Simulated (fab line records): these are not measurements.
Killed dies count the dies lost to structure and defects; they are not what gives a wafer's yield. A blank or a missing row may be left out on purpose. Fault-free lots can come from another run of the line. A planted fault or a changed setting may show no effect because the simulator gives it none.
fab line records	flow nand_harc
record: lots: 11	wafers: 33	last_day: 33
route steps=1302 shown A_SGD_CUT@901 A_SLIT@937 END@1302
lots untouched by any fault: they come from a run of this same line in which no faults occurred
start_h: hours from the record's first day to the start of the lot's first wafer shown	wait_h: hours elapsed since this lot's preceding step	" as in the row above	L1.1+2: a single row standing in for several wafers	- no value, or no start given	* or withheld: withheld	< > ~ a bound
route shown NAME@n: names a module that has steps shown in the file, with the first one's number in the route	usual: the fault-free wafers' mean and standard deviation	same: alike in all rows	chamber/n: place in a boat	sites: readings site by site	_std_site: their standard deviation	_edge_site: mean of outer sites minus mean of inner sites	radius_mm: for every site, how far away it sits from the centre of the wafer	mask NAME#n: copy n	behind: the last tool/chamber to shape the wafer	hold: what put the lot on hold/how long, in hours/how the hold closed	device: transistor that didn't switch, given as n, p or np	end of line: tests of these same wafers at the route's end	a step with no rows: only its recipe	killed: at the first sort, the dies lost to defects and structure; wafer yield is something else	map: per-die view of a wafer (x killed, . not killed, _ where there is no die)
set.NAME: the run value of the setting; set.NAME@STEP: its run value at that earlier step	model.NAME: the simulator's own value behind a step, which no gauge read
one table for each step of the route and one row for each wafer, over a sample of lots
services: a tool's chamber out of use, with start hour (start_h, from the record's first day; less than 0 if before it), hours out, and reason
== steps ==
step: NHARC_A_SGD_CUT_CD_MEAS_09
recipe: target_cd_nm: 100	landing_energy_ev: 500
usual: cd_nm: 100.0/0.51
lot.wafer	tool	chamber	start_h	wait_h	cd_nm
L450.2	cd_sem-02	0	445.59	-	100.2
L450.3	"	0	"	"	100.3
L450.6	"	0	"	"	100.0
L448.1	cd_sem-02	0	445.84	-	100.2
L448.2	"	0	"	"	99.8
L448.3	"	0	"	"	99.6
L451.4	cd_sem-03	0	466.48	-	99.5
L451.5	"	0	"	"	99.8
L451.6	"	0	"	"	99.7
L452.3	cd_sem-01	0	466.63	-	99.1
L452.4	"	0	"	"	99.4
L452.6	"	0	"	"	99.2
L457.1	cd_sem-02	0	526.69	-	99.6
L457.5	"	0	"	"	99.5
L457.6	"	0	"	"	99.3
L460.4	cd_sem-03	0	556.14	-	99.9
L460.5	"	0	"	"	99.4
L460.6	"	0	"	"	99.8
L468.2	cd_sem-02	0	628.02	-	100.4
L468.4	"	0	"	"	99.3
L468.6	"	0	"	"	100.1
L467.1	cd_sem-03	0	628.23	-	99.6
L467.3	"	0	"	"	99.8
L467.5	"	0	"	"	99.1
L469.2	cd_sem-02	0	648.10	-	99.6
L469.4	"	0	"	"	99.4
L469.5	"	0	"	"	100.3
L470.4	cd_sem-02	0	653.39	-	100.0
L470.5	"	0	"	"	100.4
L470.6	"	0	"	"	100.4
L471.2	cd_sem-02	0	653.57	-	100.1
L471.3	"	0	"	"	100.6
L471.4	"	0	"	"	99.8
step: NHARC_A_SLIT_ETCH_24
recipe: target_depth_a: 1210	time_s: 60.5	cf4_flow_sccm: 100	chf3_flow_sccm: 30	ar_flow_sccm: 0	rf_w: 500	bias_w: 200	chemistry: CF4/CHF3
usual: drypump_motor_current_A: 5.7/0.44	oes_product_au: 0.954/0.019	rf_vpp_V: 370.7/2.2	run_length_s: 81.9/0.5	showerhead_plenum_p_Torr: 1.58/0.063	throttle_valve_pct: 16.803/0.0088
lot.wafer	tool	chamber	start_h	wait_h	drypump_motor_current_A	oes_product_au	rf_hours_counter_h	rf_vpp_V	run_length_s	showerhead_plenum_p_Torr	throttle_valve_pct
L450.2	rie_diel-10	0	460.62	0.1	5.4	0.950	1.0	369.3	81.7	1.48	16.788
L450.3	"	3	"	"	6.1	0.955	1.1	375.1	82.3	1.65	16.815
L450.6	"	1	"	"	5.3	0.955	-	369.5	82.4	1.54	16.813
L448.3	rie_diel-05	3	462.20	0.1	5.5	0.948	1.8	369.8	81.6	1.56	16.802
L448.1	"	0	"	"	5.5	0.971	2.5	369.5	81.3	1.55	16.786
L448.2	"	1	"	"	6.5	0.953	2.7	371.7	81.6	1.61	16.798
L452.3	rie_diel-05	2	482.08	0.1	6.1	0.953	3.3	375.0	82.3	1.68	16.798
L452.4	"	3	"	"	5.5	0.960	2.7	370.7	81.3	1.56	16.811
L452.6	"	0	"	"	5.5	0.988	-	368.9	80.8	1.55	16.799
L451.4	rie_diel-10	0	482.86	0.1	5.4	0.950	2.3	366.2	81.6	1.48	16.798
L451.6	"	0	"	"	5.5	0.955	-	368.5	82.0	1.48	16.805
L451.5	"	1	"	"	5.3	0.958	-	369.4	82.6	1.54	16.802
L457.1	rie_diel-10	1	541.15	0.7	5.3	0.944	6.9	369.7	82.6	1.54	16.803
L457.5	"	0	"	"	5.4	0.957	-	368.3	81.7	1.48	16.803
L457.6	"	1	"	"	5.2	0.945	-	369.7	82.2	1.54	16.800
L460.4	rie_diel-10	1	570.54	0.1	5.2	0.980	9.0	371.0	82.7	1.54	16.800
L460.5	"	3	"	"	6.0	0.969	-	373.0	81.9	1.65	16.798
L460.6	"	0	"	"	5.4	0.972	-	367.0	81.7	1.48	16.807
L467.1	rie_diel-05	2	639.75	0.1	6.1	0.960	2.3	373.9	82.4	1.68	16.801
L467.3	"	3	"	"	5.6	0.965	2.2	370.1	81.5	1.55	16.799
L467.5	"	3	"	"	5.5	0.965	-	370.4	81.7	1.56	16.805
L468.4	rie_diel-04	0	640.60	0.1	5.9	0.962	6.7	370.6	81.8	1.55	16.803
L468.2	"	1	"	"	4.9	0.975	5.5	368.9	81.4	1.50	16.806
L468.6	"	1	"	"	5.0	0.969	-	368.2	81.6	1.50	16.803
L469.2	rie_diel-10	0	660.66	0.1	5.4	0.937	2.2	369.9	81.7	1.48	16.809
L469.4	"	3	"	"	6.0	0.945	-	371.8	82.1	1.65	16.788
L469.5	"	0	"	"	5.4	0.937	-	368.7	81.6	1.48	16.813
L471.3	rie_diel-05	2	665.35	0.1	6.1	0.951	5.7	373.9	82.5	1.68	16.820
L471.2	"	1	"	"	6.5	0.944	5.5	371.7	82.2	1.60	16.815
L471.4	"	1	"	"	6.5	0.944	-	371.3	82.2	1.60	16.789
L470.4	rie_diel-10	3	666.66	0.1	6.0	0.956	3.6	373.0	81.9	1.65	16.809
L470.6	"	0	"	"	5.4	0.955	-	367.7	81.6	1.48	16.792
L470.5	"	1	"	"	5.2	0.969	-	369.9	82.2	1.54	16.802
step: NHARC_A_SLIT_ETCH_15
recipe: target_depth_a: 62000	over_etch_frac: 0.3	time_s: 1612	ion_energy_ev: 150	o2_flow_sccm: 400	cos_flow_sccm: 20	ar_flow_sccm: 0	rf_w: 500	bias_w: 300	chemistry: O2/COS
usual: drypump_motor_current_A: 5.7/0.43	oes_product_au: 0.998/0.0097	rf_vpp_V: 314.5/1.9	run_length_s: 1633.5/0.51	showerhead_plenum_p_Torr: 3.14/0.13	throttle_valve_pct: 28.329/0.0087
lot.wafer	tool	chamber	start_h	wait_h	drypump_motor_current_A	oes_product_au	rf_hours_counter_h	rf_vpp_V	run_length_s	showerhead_plenum_p_Torr	throttle_valve_pct
L450.2	rie_diel-10	0	460.82	-	5.5	0.987	1.2	311.3	1633.9	2.94	28.328
L450.3	"	1	"	"	5.3	0.995	1.5	314.1	1633.6	3.06	28.320
L450.6	"	0	"	"	5.5	0.985	-	311.8	1633.2	2.94	28.334
L448.1	rie_diel-05	2	462.41	-	6.1	1.006	2.2	316.8	1633.7	3.33	28.315
L448.3	"	3	"	"	5.6	1.004	2.0	312.7	1632.7	3.09	28.326
L448.2	"	0	"	"	5.5	1.018	2.7	315.6	1632.4	3.07	28.327
L452.3	rie_diel-05	3	482.27	-	5.5	0.990	2.9	313.9	1632.9	3.09	28.336
L452.4	"	1	"	"	6.5	0.991	4.3	315.1	1633.3	3.18	28.340
L452.6	"	3	"	"	5.5	0.995	-	313.2	1632.7	3.09	28.345
L451.4	rie_diel-10	3	483.18	-	6.0	0.991	2.6	316.6	1633.5	3.27	28.336
L451.6	"	1	"	"	5.3	0.998	-	313.8	1633.6	3.06	28.334
L451.5	"	2	"	"	5.4	1.011	-	318.3	1633.5	3.27	28.344
L457.1	rie_diel-10	0	541.46	-	5.4	0.993	6.5	312.1	1633.3	2.93	28.330
L457.6	"	2	"	"	5.4	1.008	-	315.1	1634.2	3.27	28.343
L457.5	"	3	"	"	6.0	0.989	-	316.8	1633.6	3.27	28.338
L460.4	rie_diel-10	3	570.96	-	6.0	0.998	9.3	315.5	1633.9	3.27	28.337
L460.5	"	0	"	"	5.4	0.993	-	309.5	1070.9	2.93	28.323
L460.6	"	1	"	"	5.2	1.003	-	313.3	1634.4	3.06	28.327
L467.1	rie_diel-05	1	639.84	-	6.6	0.989	2.4	314.9	1633.5	3.18	28.334
L467.3	"	3	"	"	5.5	0.990	2.4	313.9	1632.8	3.09	28.336
L467.5	"	1	"	"	6.6	0.990	-	315.8	1633.5	3.18	28.315
L468.4	rie_diel-04	0	640.68	-	5.9	0.992	7.0	313.0	1633.3	3.08	28.320
L468.2	"	2	"	"	6.4	0.986	5.3	317.0	1634.0	3.24	28.320
L468.6	"	1	"	"	5.0	1.010	-	312.1	1632.8	2.98	28.343
L469.2	rie_diel-10	3	661.01	0.3	6.0	0.995	2.4	316.7	1633.7	3.27	28.334
L469.4	"	0	"	"	5.4	0.989	-	310.6	1633.1	2.93	28.340
L469.5	"	0	"	"	5.4	0.987	-	311.4	1633.1	2.93	28.319
L471.2	rie_diel-05	2	665.60	-	6.1	0.999	5.9	317.7	1633.9	3.33	28.329
L471.3	"	3	"	"	5.6	0.996	5.3	312.5	1633.0	3.08	28.338
L471.4	"	3	"	"	5.6	0.988	-	315.1	1632.6	3.08	28.312
L470.4	rie_diel-10	0	666.96	-	5.4	0.982	3.9	312.9	1633.1	2.93	28.337
L470.5	"	2	"	"	5.4	1.017	-	315.9	1633.8	3.27	28.314
L470.6	"	3	"	"	6.0	1.004	-	317.2	1634.3	3.27	28.329
step: NHARC_A_SLIT_STRIP_18
recipe: o2_flow_sccm: 500	ar_flow_sccm: 0	bias_w: 0	chemistry: O2
usual: drypump_motor_current_A: 5.8/0.46	oes_product_au: 0.997/0.0097	rf_vpp_V: 57.7/0.88	showerhead_plenum_p_Torr: 3.53/0.12	throttle_valve_pct: 17.035/0.0094
lot.wafer	tool	chamber	start_h	wait_h	drypump_motor_current_A	oes_product_au	rf_hours_counter_h	rf_vpp_V	showerhead_plenum_p_Torr	throttle_valve_pct
L450.3	rie_diel-04	0	-	-	5.9	1.010	4.7	58.2	3.48	17.031
L450.2	"	1	"	"	5.0	1.001	4.1	56.6	3.38	17.050
L450.6	"	0	"	"	5.9	0.999	-	56.5	3.48	17.015
L448.3	rie_diel-05	1	-	-	6.6	0.976	3.7	58.4	3.60	17.040
L448.1	"	2	"	"	6.1	0.987	3.0	58.4	3.76	17.033
L448.2	"	0	"	"	5.5	1.002	3.2	55.8	3.47	17.032
L452.3	rie_diel-10	1	-	-	5.3	0.992	3.4	58.4	3.46	17.038
L452.4	"	3	"	"	6.0	0.990	3.5	58.8	3.70	17.031
L452.6	"	0	"	"	5.5	1.002	-	58.7	3.32	17.034
L451.4	rie_diel-04	0	-	-	5.9	0.993	5.7	59.4	3.48	17.034
L451.5	"	1	"	"	5.0	0.997	-	56.8	3.38	17.052
L451.6	"	2	"	"	6.4	1.004	-	58.2	3.66	17.031
L457.1	rie_diel-04	2	-	-	6.4	0.997	0.2	56.9	3.66	17.031
L457.5	"	0	"	"	5.9	1.003	-	55.7	3.48	17.025
L457.6	"	1	"	"	4.9	1.020	-	58.6	3.38	17.033
L460.4	rie_diel-05	1	-	-	6.6	0.975	9.5	57.3	3.59	17.042
L460.6	"	0	"	"	5.5	0.998	-	57.7	3.46	17.028
L460.5	"	1	"	"	6.6	0.974	-	58.4	3.60	17.020
L467.1	rie_diel-04	2	-	-	6.3	0.992	5.6	58.4	3.66	17.054
L467.3	"	3	"	"	5.9	0.984	6.7	58.3	3.50	17.044
L467.5	"	0	"	"	5.9	0.998	-	57.3	3.48	17.044
L468.2	rie_diel-05	0	-	-	5.5	0.996	3.0	58.4	3.46	17.033
L468.4	"	1	"	"	6.5	0.986	3.6	59.3	3.59	17.044
L468.6	"	1	"	"	6.6	0.985	-	57.3	3.59	17.021
L469.4	rie_diel-04	2	-	-	6.3	0.997	6.4	57.5	3.66	17.034
L469.2	"	1	"	"	5.0	1.006	7.1	56.5	3.37	17.020
L469.5	"	3	"	"	5.9	0.989	-	57.4	3.50	17.031
L471.2	rie_diel-04	3	-	-	5.9	0.992	7.7	57.7	3.50	17.042
L471.4	"	1	"	"	5.0	1.015	7.2	56.6	3.37	17.027
L471.3	"	2	"	"	6.4	0.998	6.5	57.7	3.66	17.024
L470.4	rie_diel-05	3	-	-	5.6	0.984	6.0	56.9	3.49	17.036
L470.5	"	0	"	"	5.5	0.990	-	58.2	3.46	17.004
L470.6	"	1	"	"	6.6	0.995	-	57.6	3.59	17.025
step: NHARC_END_SORT_01
recipe: temp_c: 25
usual: killed_at_array: 55/23	killed_at_other: 1.0/1.2	killed_at_periphery: 3.2/2.7	killed_dies: 59/23	killed_open: 3.1/1.6	killed_short: 2.2/1.5
same: gross_dies: 677
lot.wafer	tool	chamber	start_h	wait_h	killed_at_array	killed_at_other	killed_at_periphery	killed_dies	killed_open	killed_short
L460.4	prober-01	0	675.72	3.4	69	1	1	71	3	0
L460.5	prober-01	0	676.52	3.7	674	1	2	677	3	3
L460.6	prober-01	0	677.31	4.0	71	2	2	75	4	3
killed by level:class
L460.4 A_CHANNEL_HOLE_D1:chamber_film_flake=38 A_CHANNEL_HOLE_D2:chamber_film_flake=15 A_CHANNEL_FILL_D2:chamber_film_flake=4 A_CONTACT:chamber_film_flake=4 A_SLIT:chamber_film_flake=3 A_CHANNEL_HOLE_D1:geometric_particle:open=1 A_CHANNEL_FILL_D1:geometric_particle:open=1 A_DECK1_JOINT:geometric_particle:open=1
L460.5 A_SLIT:area_etch=602 A_CHANNEL_HOLE_D1:chamber_film_flake=32 A_CHANNEL_HOLE_D2:chamber_film_flake=22 A_STAIRCASE:chamber_film_flake=4 A_CONTACT:chamber_film_flake=3 A_ONON_D1:geometric_particle:short=2 A_DECK1_JOINT:chamber_film_flake=2 A_CHANNEL_FILL_D2:chamber_film_flake=2
L460.6 A_CHANNEL_HOLE_D1:chamber_film_flake=27 A_CHANNEL_HOLE_D2:chamber_film_flake=24 A_CONTACT:chamber_film_flake=6 A_STAIRCASE:chamber_film_flake=5 A_CHANNEL_FILL_D2:geometric_particle:short=2 A_SLIT:chamber_film_flake=2 P_BONDPAD:geometric_particle:open=1 A_ONON_D2:geometric_particle:open=1
== services ==
tool	chamber	start_h	hours	kind
rie_diel-04	2	442.74	4.8	repair
rie_diel-10	1	450.74	1.6	repair
rie_diel-10	0	453.00	-	clean
rie_diel-10	1	453.00	-	clean
rie_diel-10	2	453.00	-	clean
rie_diel-10	3	453.00	-	clean
rie_diel-04	-	472.28	0.8	repair
rie_diel-10	0	477.50	-	clean
rie_diel-10	1	477.50	-	clean
rie_diel-10	2	477.50	-	clean
rie_diel-10	3	477.50	-	clean
rie_diel-05	-	490.41	0.3	repair
rie_diel-10	2	504.28	4.7	repair
rie_diel-10	-	512.27	0.4	repair
rie_diel-04	-	531.95	9.0	pm
rie_diel-05	-	583.60	9.0	pm
rie_diel-10	-	596.50	9.0	pm
rie_diel-05	0	598.80	4.6	repair
rie_diel-10	1	615.14	6.6	repair
rie_diel-04	1	628.80	5.8	repair
rie_diel-05	1	634.21	2.7	repair
rie_diel-10	1	657.80	6.8	repair
rie_diel-05	0	658.72	8.7	repair
rie_diel-10	2	660.25	1.7	repair
== key ==
first_sign: step: NHARC_A_SLIT_ETCH_15	reading: run_length_s	direction: down	sigmas: 99+	usual: *	struck: *
effect: step: NHARC_END_SORT_01	reading: killed_at_array	direction: up	sigmas: 27	usual: 55	struck: 674
more_kills_born_at: NHARC_A_SLIT_ETCH_15@rie_diel-10: 602
met_at NHARC_A_SLIT_ETCH_15
struck_lots L460
struck_wafers L460.5
later_rows_left_out L460.5
tester_left_out L460
not_acting_at NHARC_A_SGD_CUT_CD_MEAS_09,NHARC_A_SLIT_ETCH_24,NHARC_A_SLIT_STRIP_18
onset_between 541.46 570.96
fault: kind: process_parameter_drift	tool: rie_diel-10	chamber: 0	onset_h: 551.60	steps: NHARC_A_SLIT_ETCH_15	channel: time_s	offset: *	shape: step	end_h: 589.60	acts_in: *	stated: *
tester_left_out: of these lots the tester's yield and bins aren't shown, on N5 and GAA mostly nor the transistor test; their killed dies are dies lost to structure and defects alone, not to doping, threshold or leakage, so they don't give the yield
later_rows_left_out: the simulator's readings of these wafers behind a module that went badly wrong aren't trusted and aren't shown, but for the sort
